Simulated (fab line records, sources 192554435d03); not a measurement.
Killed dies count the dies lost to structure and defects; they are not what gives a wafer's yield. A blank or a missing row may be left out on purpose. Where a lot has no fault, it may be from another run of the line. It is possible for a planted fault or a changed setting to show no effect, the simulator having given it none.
Split-lot trial + flow n5 finfet + 21 wafers read across 7 lots, on a route 1938 steps long

## SPLIT DETAILS
At N5_HKMG_FIN_COAT_29 (time 60 s, resist thk 300 nm), the setting spin rpm was moved away from the recipe's 1500 rpm on 9 of the 21 wafers read, by +3.8% to +10.2%. All remaining wafers had this setting at the recipe value.

Reading taken at the split's own step.

## THE READING
SOC_of_HKMG_FIN_COAT_29.thk nm (the simulator's own value, which no gauge read), in nm, at N5_HKMG_FIN_COAT_29 (time 60 s, resist thk 300 nm). There is no usual value for it anywhere in the file. Here, 12 wafers ran the recipe; their average is 300.5 nm with a standard deviation of 0.71 nm.

| wafer  | tool, chamber at the split | spin rpm as run, rpm | against the recipe | SOC_of_HKMG_FIN_COAT_29.thk nm, nm | against lot-mates on the recipe |
|--------|----------------------------|----------------------|--------------------|------------------------------------|---------------------------------|
| L085.1 | litho track-01, 0          | 1601                 | +6.7%              | 289.6                              | -9.4                            |
| L085.5 | litho track-01, 0          | 1500                 | recipe             | 299                                | -                               |
| L085.6 | litho track-01, 0          | 1601                 | +6.7%              | 288.8                              | -10.2                           |
| L086.2 | litho track-04, 0          | 1557                 | +3.8%              | 295                                | -5.8                            |
| L086.3 | litho track-04, 0          | 1557                 | +3.8%              | 295.8                              | -5.0                            |
| L086.6 | litho track-04, 0          | 1500                 | recipe             | 300.8                              | -                               |
| L087.1 | litho track-01, 0          | 1573                 | +4.9%              | 292.4                              | -7.6                            |
| L087.4 | litho track-01, 0          | 1573                 | +4.9%              | 292                                | -8.0                            |
| L087.5 | litho track-01, 0          | 1500                 | recipe             | 300                                | -                               |
| L089.1 | litho track-02, 0          | 1500                 | recipe             | 300.8                              | -                               |
| L089.3 | litho track-02, 0          | 1500                 | recipe             | 300.6                              | -                               |
| L089.5 | litho track-02, 0          | 1500                 | recipe             | 299.6                              | -                               |
| L093.1 | litho track-02, 0          | 1500                 | recipe             | 301.6                              | -                               |
| L093.2 | litho track-02, 0          | 1635                 | +9.0%              | 288.6                              | -13.0                           |
| L093.4 | litho track-02, 0          | 1635                 | +9.0%              | 289.6                              | -12.0                           |
| L095.1 | litho track-04, 0          | 1500                 | recipe             | 301                                | -                               |
| L095.2 | litho track-04, 0          | 1500                 | recipe             | 300.4                              | -                               |
| L095.4 | litho track-04, 0          | 1500                 | recipe             | 301.4                              | -                               |
| L096.1 | litho track-02, 0          | 1653                 | +10.2%             | 287.2                              | -13.0                           |
| L096.3 | litho track-02, 0          | 1500                 | recipe             | 300                                | -                               |
| L096.4 | litho track-02, 0          | 1500                 | recipe             | 300.4                              | -                               |

FIT RESULTS
A straight line over all 21 wafers: SOC_of_HKMG_FIN_COAT_29.thk nm changes by -1.39 nm for each +1% of spin rpm; r = -0.98; the points scatter about the line by 1.1 nm.
The same after taking each lot's own level away (the mean of its wafers on the recipe; 21 wafers): -1.39 nm for each +1%; r = -0.99; scatter 0.58 nm.
On that fit, the largest move of spin rpm shifts the reading by 14 nm.
The lots' own levels span 299.00 to 301.60 nm, that is 3.7 times the standard deviation above.
Hence the lot-to-lot level has little effect on the slope; both slopes agree.
Check: for one of the wafers moved furthest among these (+10.2%), held out of the fit, the line's prediction against its lot-mates is -14.7 nm. It came out at -13 nm against them.

## ADDITIONAL SPLITS CARRIED BY THESE WAFERS
These wafers also went through other splits before the reading. Each is held against what the fit with the lots' levels taken away leaves over:
| other split on the same wafers | wafers away from the commonest value | r with SOC_of_HKMG_FIN_COAT_29.thk nm (lot level and that fit taken away) |
|--------------------------------|--------------------------------------|---------------------------------------------------------------------------|
| N5_WELL_APT_PEB_23 peb temp c  | 7                                    | +0.17                                                                     |
| N5_WELL_APT_DESCUM_30 time s   | 5                                    | -0.15                                                                     |
| N5_DUMMY_GATE_COAT_28 spin rpm | 7                                    | -0.02                                                                     |
| N5_SD_EPI_N_EPI_21 temp c      | 8                                    | +0.09                                                                     |
| N5_SD_EPI_P_COAT_34 spin rpm   | 4                                    | +0.31                                                                     |
| N5_SDB_COAT_05 spin rpm        | 9                                    | -0.22                                                                     |

## FILE'S OWN FIT
SOC_of_HKMG_FIN_COAT_29.thk nm changes by -1.38 nm for each +1% of spin rpm, r = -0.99.
